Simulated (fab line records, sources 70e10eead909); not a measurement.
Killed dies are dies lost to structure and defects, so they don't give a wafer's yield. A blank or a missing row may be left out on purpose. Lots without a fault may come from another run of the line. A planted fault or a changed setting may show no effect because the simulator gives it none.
A struck lot beside a sound one | flow nand_harc | 21 steps out of a route of 1302
Sound: wafers L279.1, L279.3, L279.5. Struck: wafers L270.1, L270.4, L270.5. The cause comes at the end.
At each step with rows: each side's tool, then ch and its chambers, then its first start. Under that, the readings that differ: sound wafers | struck wafers | difference of the means | sigmas: that difference in standard deviations of wafers without a fault.
alike: readings whose means differ by less than 2 such deviations, and words and numbers that are the same on both sides. not compared: withheld readings, readings that some wafer has no value for, bounds like >300 that may hide the same value, and numbers for which the record gives no deviation and whose values overlap.
The two part at a step that has a row with sigmas, a row that says differs or no value, or rows on one side only. Numbers that don't overlap but have no deviation are shown without sigmas and don't part them. A reading that every wafer of one side lacks parts them only if that side has two wafers or more.

first, 1 step without rows for these wafers: NHARC_A_SLIT_DEVELOP_08 (develop time 35 s).
NHARC_A_SLIT_CD_MEAS_09: target cd 300 nm.
  sound on cd_sem-02 ch 0, day 25 00:49; struck on cd_sem-01 ch 0, day 21 15:59
  alike: cd_nm
NHARC_A_SLIT_OVL_MEAS_10:
  sound on overlay-01, day 25 00:55; struck on overlay-01, day 21 16:04
  alike: overlay_x_nm, overlay_y_nm
NHARC_A_SLIT_INSPECT_11:
  sound on defect_inspect-02, day 25 00:56; struck on defect_inspect-02, day 21 16:07
  alike: raw_defect_count
then, 1 step without rows for these wafers: NHARC_A_SLIT_DESCUM_14 (chemistry O2, time 3 s).
NHARC_A_SLIT_ETCH_24: etches the open film in CF4/CHF3, target depth 121 nm, time 60.5 s.
  sound on rie_diel-06 ch 1,3, day 25 01:05; struck on rie_diel-04 ch 0,1,3, day 21 16:16
  alike: chamber_pressure_mTorr, drypump_motor_current_A, oes_product_au, rf_vpp_V, showerhead_plenum_p_Torr, throttle_valve_pct
  not compared: rf_hours_counter_h
then, 1 step without rows for these wafers: NHARC_A_SLIT_ETCH_15 (etches the open film in O2/COS, target depth 6200 nm, time 1612 s).
NHARC_A_SLIT_ETCH_17: etches the open film in C4F8/O2/Ar, time 4254.5 s, target depth 20300 nm.
  sound on har_etch-02 ch 0,1, day 25 02:52; struck on har_etch-02 ch 0,1, day 21 17:25
  alike: chamber_pressure_mTorr, drypump_motor_current_A, showerhead_plenum_p_Torr, throttle_valve_pct
  not compared: rf_hours_counter_h
NHARC_A_SLIT_ETCH_26: etches the open film in C4F8/O2/Ar, time 90 s, target depth 400 nm.
  sound on har_etch-02 ch 0,1, day 25 05:57; struck on har_etch-02 ch 0,1, day 21 21:04
  alike: bias_v, chamber_pressure_mTorr, drypump_motor_current_A, showerhead_plenum_p_Torr, throttle_valve_pct
  not compared: rf_hours_counter_h
then, 1 step without rows for these wafers: NHARC_A_SLIT_STRIP_28 (strips in O2/COS).
NHARC_A_SLIT_ETCH_29: etches the open film in CF4/O2, target depth 100 nm, overetch 10 nm, time 55 s.
  sound on rie_diel-06 ch 0,1, day 25 06:49; struck on rie_diel-06 ch 0,1,3, day 21 21:57
  alike: chamber_pressure_mTorr, drypump_motor_current_A, oes_product_au, rf_vpp_V, showerhead_plenum_p_Torr, throttle_valve_pct
  not compared: rf_hours_counter_h
then, 1 step without rows for these wafers: NHARC_A_SLIT_STRIP_18 (strips in O2).
NHARC_A_SLIT_PRECLEAN_19: cleans in SC1.
  sound on wet_bench-04 ch 1,5,6, day 25 07:12; struck on wet_bench-06 ch 1,3,6, day 21 22:20
then, 1 step without rows for these wafers: NHARC_A_SLIT_SRD_20.
NHARC_A_SLIT_CD_MEAS_21:
  sound on cd_sem-02, day 25 07:20; struck on cd_sem-03, day 21 22:29
  alike: cd_nm
then, 3 steps without rows for these wafers: NHARC_A_SIN_REMOVE_WET_00 (chemistry H3PO4, time 15300 s); NHARC_A_SIN_REMOVE_PRECLEAN_01 (cleans in SC1); NHARC_A_SIN_REMOVE_SRD_02.
NHARC_A_SIN_REMOVE_INSPECT_04:
  sound on defect_inspect-01, day 25 13:46; struck on defect_inspect-01, day 22 04:44
  reading          | sound       | struck         | difference | sigmas
  raw_defect_count | 332 277 293 | 1687 1816 1737 | +1446      | +17
NHARC_A_WL_FILL_ALD_00: deposits Al2O3, target thk 3 nm, pulse time 3 s, ald cycles 30.
  sound on ald_hk-02 ch 1,2,3, day 25 13:51; struck on ald_hk-02 ch 0,2,3, day 22 04:51
  alike: heater_power_w, precursor_pulse_height_rel
-- the record jumps here: 4 days lie between the struck wafers' starts before and after (it left off in module A_WL_FILL and takes up again in module END, whose first step shown is number 1302 of the route) --
NHARC_END_SORT_01:
  the record has rows for the struck wafers here (prober-02 ch 0, day 26 08:25) and none for the sound ones

WHERE THEY PART
First at NHARC_A_SIN_REMOVE_INSPECT_04; last, within this record, at NHARC_END_SORT_01.

WHY: what the simulator had put in
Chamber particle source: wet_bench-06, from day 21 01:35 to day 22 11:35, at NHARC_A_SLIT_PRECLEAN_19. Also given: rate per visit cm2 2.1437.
